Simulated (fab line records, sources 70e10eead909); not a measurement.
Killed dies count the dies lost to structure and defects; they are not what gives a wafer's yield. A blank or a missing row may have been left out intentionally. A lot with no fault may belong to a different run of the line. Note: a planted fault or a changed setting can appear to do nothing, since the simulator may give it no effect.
Chamber matching / flow nand-harc / 4 sister chambers for NHARC_A_SLIT_ETCH_29 on rie-diel-06
The step etches the open film in CF4/O2, target depth 100 nm, overetch 10 nm, time 55 s. 4 wafers are shown with their chamber, then 10 later ones without.

EACH WAFER AND ITS CHAMBER
wafer=L089.1; chamber=3; drypump-motor-current-A (A)=5.5
wafer=L088.2; chamber=1; drypump-motor-current-A (A)=6.4
wafer=L091.1; chamber=0; drypump-motor-current-A (A)=5.4
wafer=L091.3; chamber=2; drypump-motor-current-A (A)=5.0

WAFERS WITH NO CHAMBER GIVEN
wafer=L091.5; drypump-motor-current-A (A)=5.0
wafer=L092.1; drypump-motor-current-A (A)=6.3
wafer=L092.4; drypump-motor-current-A (A)=5.4
wafer=L092.6; drypump-motor-current-A (A)=6.4
wafer=L094.3; drypump-motor-current-A (A)=5.0
wafer=L094.4; drypump-motor-current-A (A)=5.0
wafer=L094.6; drypump-motor-current-A (A)=5.4
wafer=L095.1; drypump-motor-current-A (A)=6.4
wafer=L095.4; drypump-motor-current-A (A)=5.5
wafer=L095.5; drypump-motor-current-A (A)=5.4

CHAMBER TAKEN BY EACH
wafer=L091.5; from the rows above=2; in truth=2
wafer=L092.1; from the rows above=1; in truth=1
wafer=L092.4; from the rows above=0; in truth=0
wafer=L092.6; from the rows above=1; in truth=1
wafer=L094.3; from the rows above=2; in truth=2
wafer=L094.4; from the rows above=2; in truth=2
wafer=L094.6; from the rows above=0; in truth=0
wafer=L095.1; from the rows above=1; in truth=1
wafer=L095.4; from the rows above=3; in truth=3
wafer=L095.5; from the rows above=0; in truth=0
10 of 10 placed correctly. From these rows, 0 cannot be placed. Placed wrongly: 0.
How it was worked out, from the rows above alone: a wafer's distance from a chamber is the root of the sum, over the readings, of the square of ((its reading less the chamber's mean) divided by the reading's scatter). If the next closest chamber is less than 2 further off than the closest, the wafer can't be placed; otherwise it belongs to the closest. A chamber's mean is the mean of its shown wafers. The scatter: with one shown wafer a chamber, the root of the mean of the squares of how far each hidden wafer lies from its nearest shown one.
